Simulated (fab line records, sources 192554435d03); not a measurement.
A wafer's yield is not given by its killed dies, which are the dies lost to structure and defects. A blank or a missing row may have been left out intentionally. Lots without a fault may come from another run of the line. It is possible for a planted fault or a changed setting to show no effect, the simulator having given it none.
Problem report in the 8D (eight disciplines) form, filled by code | flow n5Finfet | the parts of the form that need people (team, actions taken, sign-off) are left out

== 1. THE PROBLEM ==
runLengthS at N5_BEOL_M6_CVD_78 reads a mean of 261.1 s on 5 wafers of 3 lots; wafers without a fault read 165.6 s with a standard deviation of 0.45. That is +99 or more standard deviations from the usual mean.
The step: deposits Co from CCTBA/H2, target thk 2 nm, time 142.3 s.
The first sign was on wafer L760.3 at day 10 05:36, on cvdCo-01. The record holds 31 wafers of 11 lots with a number at this step. Rule for "out", or "out of limits": more than 4 standard deviations from the usual mean. The other wafers with a number count as sound.

== 2. WHAT IT IS, WHAT IT ISN'T ==
question                    | is                                     | is not
which readings at this step | runLengthS                             | -
which lots                  | L760, L764, L765                       | L752, L755, L756, L757, L769, L773, L774, L775
which wafers of those lots  | L760.3, L760.5, L764.3, L764.5, L765.5 | L765.2, L765.4
read on which tools         | cvdCo-01                               | cvdCo-02
when                        | from day 10 05:36                      | up to then (12 sound wafers); but 14 sound wafers of L765, L769, L773, L774, L775 came after

== 3. SUSPECTS, AND WHAT RULES EACH OUT ==
Counting: any tool at a process step up to the reading remains a suspect provided it ran every lot that is out. Sound lots after the first of them don't rule it out here, since some wafers of a struck lot are sound.
- cvdCo-01 at N5_BEOL_M6_CVD_78 (deposits Co from CCTBA/H2, target thk 2 nm, time 142.3 s): kept. Every lot that is out went through it, the first being L760 (day 10 05:36); the last sound lot it ran before that was L757 (day 9 21:37). Its own runLengthS readings are out on those wafers.
After counting, what remains is cvdCo-01 at N5_BEOL_M6_CVD_78.

== 4. THE CAUSE (what the simulator had put in) ==
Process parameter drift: cvdCo-01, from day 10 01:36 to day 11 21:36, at N5_BEOL_M6_CVD_78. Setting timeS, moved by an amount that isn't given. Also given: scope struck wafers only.
The count eliminated every tool but this one.

== 5. THE EFFECT CHAIN, in route order ==
Rows list readings where the struck wafers' mean (over those with a number) sits beyond 3 standard deviations from the usual. Scope: only readings with a usual standard deviation given in the record; hours: median across lots of the time from each lot's start at the first step in this table that gives one to its start at this step; sigmas: change in usual standard deviations.
hours | step              | reading    | usual   | on struck wafers | change | sigmas
0     | N5_BEOL_M6_CVD_78 | runLengthS | 165.6 s | 261.1            | +95.5  | +99 or more
It contains these process steps:
- N5_BEOL_M6_CVD_78: deposits Co from CCTBA/H2, target thk 2 nm, time 142.3 s.

== 6. HOW IT WOULD HAVE BEEN CAUGHT EARLIER ==
4 hours passed between the start of the fault at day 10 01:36 and the first reading out of limits in this record, taken at day 10 05:36.
